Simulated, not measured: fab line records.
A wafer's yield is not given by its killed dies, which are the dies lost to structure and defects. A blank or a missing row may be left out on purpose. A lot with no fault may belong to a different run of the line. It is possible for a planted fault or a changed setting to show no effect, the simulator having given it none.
Chamber matching	flow nand_harc	NHARC_P_M0_ETCH_34 on rie_diel-02: 4 sister chambers
The step etches the open film in N2/H2, target depth 40 nm, overetch 12 nm, time 43.94 s. 8 wafers are shown with their chamber, then 7 later ones without.

## WAFERS, EACH WITH ITS CHAMBER
wafer	chamber	showerhead_plenum_p_Torr (Torr)	rf_vpp_V (V)
L104.5	2	2.05	432.1
L110.1	1	2.17	435.5
L110.3	0	1.92	426.7
L117.2	1	2.16	434.6
L117.3	0	1.92	425.7
L117.5	3	1.99	427.7
L119.1	2	2.04	430.9
L119.5	3	1.99	429.7

## WAFERS MISSING THEIR CHAMBER
wafer	showerhead_plenum_p_Torr (Torr)	rf_vpp_V (V)
L119.6	2.04	430.0
L120.1	1.92	426.8
L120.2	1.99	428.1
L120.3	2.16	435.0
L123.1	1.98	429.2
L123.3	2.16	433.9
L123.6	2.04	429.1

## THE CHAMBER EACH PASSED THROUGH
wafer	from the rows above	in truth
L119.6	2	2
L120.1	0	0
L120.2	3	3
L120.3	1	1
L123.1	3	3
L123.3	1	1
L123.6	2	2
Correct placement for 7 of the 7. Left unplaced by these rows: 0. Number placed wrongly: 0.
How it was worked out, from the rows above alone: a wafer's distance from a chamber is the root of the sum, over the readings, of the square of ((its reading less the chamber's mean) divided by the reading's scatter). If the next closest chamber is less than 2 further off than the closest, the wafer can't be placed; otherwise it belongs to the closest. A chamber's mean is the mean of its shown wafers. The scatter is the square root of a quotient: the sum, over the shown wafers, of each reading's squared deviation from its chamber's mean, divided by wafers minus chambers.
